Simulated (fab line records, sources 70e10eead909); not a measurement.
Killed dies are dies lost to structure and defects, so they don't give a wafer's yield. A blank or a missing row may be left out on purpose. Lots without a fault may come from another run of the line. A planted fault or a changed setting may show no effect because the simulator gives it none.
A struck lot beside a sound one | flow nand_harc | 23 steps out of a route of 1302
Sound: wafers L195.1, L195.3, L195.5. Struck: wafers L194.1, L194.2, L194.5. The cause comes at the end.
At each step with rows: each side's tool, then ch and its chambers, then its first start. Under that, the readings that differ: sound wafers | struck wafers | difference of the means | sigmas: that difference in standard deviations of wafers without a fault.
alike: readings whose means differ by less than 2 such deviations, and words and numbers that are the same on both sides. not compared: withheld readings, readings that some wafer has no value for, bounds like >300 that may hide the same value, and numbers for which the record gives no deviation and whose values overlap.
The two part at a step that has a row with sigmas, a row that says differs or no value, or rows on one side only. Numbers that don't overlap but have no deviation are shown without sigmas and don't part them. A reading that every wafer of one side lacks parts them only if that side has two wafers or more.

first, 2 steps without rows for these wafers: NHARC_A_SGD_CUT_ETCH_26 (etches SiO2 in dHF, target depth 45.8 nm); NHARC_A_SGD_CUT_ETCHBACK_24 (etches the open film in CH3F/O2, target depth 50 nm, time 92.857 s).
NHARC_A_SGD_CUT_STRIP_28: strips in O2, time 20 s.
  sound on rie_diel-13 ch 0,2; struck on rie_diel-13 ch 0,1,3
  alike: drypump_motor_current_A, oes_product_au, rf_vpp_V, showerhead_plenum_p_Torr, throttle_valve_pct
  not compared: rf_hours_counter_h
NHARC_A_SGD_CUT_INSPECT_25:
  sound on defect_inspect-02, day 24 22:29; struck on defect_inspect-02, day 23 22:15
  alike: raw_defect_count
NHARC_A_SLIT_DEP_25: deposits SiO2, target thk 200 nm.
  sound on pecvd-03 ch 0,1,2, day 24 22:33; struck on pecvd-04 ch 0,2, day 23 22:19
  alike: heater_power_w, throttle_valve_pct
then, 1 step without rows for these wafers: NHARC_A_SLIT_DEP_00 (deposits aC, target thk 6200 nm).
NHARC_A_SLIT_DEP_23: deposits SiON, target thk 100 nm.
  sound on pecvd-01 ch 0,1, day 25 05:26; struck on pecvd-04 ch 0,1,2, day 24 02:29
  alike: heater_power_w
then, 5 steps without rows for these wafers: NHARC_A_SLIT_DEHYDRATE_01 (time 120 s); NHARC_A_SLIT_HMDS_02 (time 30 s); NHARC_A_SLIT_COAT_03 (resist thk 90 nm); NHARC_A_SLIT_SOFTBAKE_04 (time 55 s); NHARC_A_SLIT_EBR_05.
NHARC_A_SLIT_EXPOSE_06: exposes mask SLIT.
  sound on arfi_scanner-01 ch 0, day 25 05:58; struck on arfi_scanner-02 ch 0, day 24 03:09
  reading              | sound             | struck            | difference | sigmas
  exposure_dose_mJ_cm2 | 60.81 60.89 60.79 | 65.08 64.92 64.98 | +4.16      | +66
  alike: mask
then, 2 steps without rows for these wafers: NHARC_A_SLIT_PEB_07 (peb time 65 s); NHARC_A_SLIT_DEVELOP_08 (develop time 35 s).
NHARC_A_SLIT_CD_MEAS_09: target cd 300 nm.
  sound on cd_sem-02 ch 0, day 25 06:07; struck on cd_sem-01 ch 0
  reading    | sound             | struck            | difference | sigmas
  cd_nm (nm) | 299.6 299.3 300.1 | 303.3 302.8 302.6 | +3.2       | +7
  not compared: hold
NHARC_A_SLIT_OVL_MEAS_10:
  sound on overlay-01, day 25 06:11; struck on overlay-01, day 24 05:02
  reading           | sound          | struck                                                                     | difference                   | sigmas
  hold              | - - -          | await_dispo/1.5h/release await_dispo/1.5h/release await_dispo/1.5h/release | no value on the sound wafers |
  overlay_y_nm (nm) | -1.5 -1.1 -1.6 | 1.4 0.9 0.5                                                                | +2.3                         | +2
  alike: overlay_x_nm
NHARC_A_SLIT_INSPECT_11:
  sound on defect_inspect-01, day 25 06:14; struck on defect_inspect-02, day 24 05:04
  reading          | sound    | struck    | difference | sigmas
  raw_defect_count | 15 25 17 | 104 93 85 | +75        | +2
NHARC_A_SLIT_DESCUM_14: chemistry O2, time 3 s.
  sound on rie_diel-11 ch 1,2,3, day 25 06:19; struck on rie_diel-06 ch 0,1,2, day 24 05:08
  alike: drypump_motor_current_A, oes_product_au, rf_vpp_V, showerhead_plenum_p_Torr, throttle_valve_pct
  not compared: rf_hours_counter_h
NHARC_A_SLIT_ETCH_24: etches the open film in CF4/CHF3, target depth 121 nm, time 60.5 s.
  sound on rie_diel-11 ch 0,1,3, day 25 06:23; struck on rie_diel-06 ch 0,1,3, day 24 05:13
  reading                        | sound                   | struck            | difference | sigmas
  model.A_SLIT.cd_offset_nm (nm) | -0.6348 -0.7367 -0.3918 | 2.924 2.746 1.596 | +3.010     |
  alike: drypump_motor_current_A, oes_product_au, rf_vpp_V, showerhead_plenum_p_Torr, throttle_valve_pct
  not compared: rf_hours_counter_h
NHARC_A_SLIT_ETCH_15: etches the open film in O2/COS, target depth 6200 nm, time 1612 s.
  sound on rie_diel-11 ch 0,2; struck on rie_diel-06 ch 1,2
  reading                        | sound                   | struck            | difference | sigmas
  model.A_SLIT.cd_offset_nm (nm) | -0.9192 -0.9554 -0.6711 | 2.895 3.365 1.804 | +3.537     |
  alike: drypump_motor_current_A, oes_product_au, rf_vpp_V, showerhead_plenum_p_Torr, throttle_valve_pct
  not compared: rf_hours_counter_h
NHARC_A_SLIT_ETCH_17: etches the open film in C4F8/O2/Ar, time 4254.5 s, target depth 20300 nm.
  sound on har_etch-01 ch 0,1, day 25 07:32; struck on har_etch-02 ch 0,1, day 24 08:23
  reading                         | sound          | struck         | difference | sigmas
  showerhead_plenum_p_Torr (Torr) | 3.61 3.45 3.45 | 3.89 3.89 3.89 | +0.39      | +2
  alike: c4f8_flow_sccm, drypump_motor_current_A, throttle_valve_pct
  not compared: rf_hours_counter_h
-- the record jumps here: 5 days lie between the struck wafers' starts before and after (it left off in module A_SLIT and takes up again in module END, whose first step shown is number 1302 of the route) --
NHARC_END_SORT_01:
  sound on prober-01 ch 0, day 29 21:18; struck on prober-01 ch 0, day 29 13:14
  reading         | sound    | struck                   | difference                   | sigmas
  hold            | - - -    | await_dispo/3.7h/release | no value on the sound wafers |
  killed_at_array | 42 50 43 | 89                       | +44                          | +2
  alike: killed_at_other, killed_at_periphery, killed_dies, killed_open, killed_short

WHERE THEY PART
First at NHARC_A_SLIT_EXPOSE_06; last, within this record, at NHARC_END_SORT_01.

WHY: what the simulator had put in
Process parameter drift: arfi_scanner-02, from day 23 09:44 on, at NHARC_A_SLIT_EXPOSE_06. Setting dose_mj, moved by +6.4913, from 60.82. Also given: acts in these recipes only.
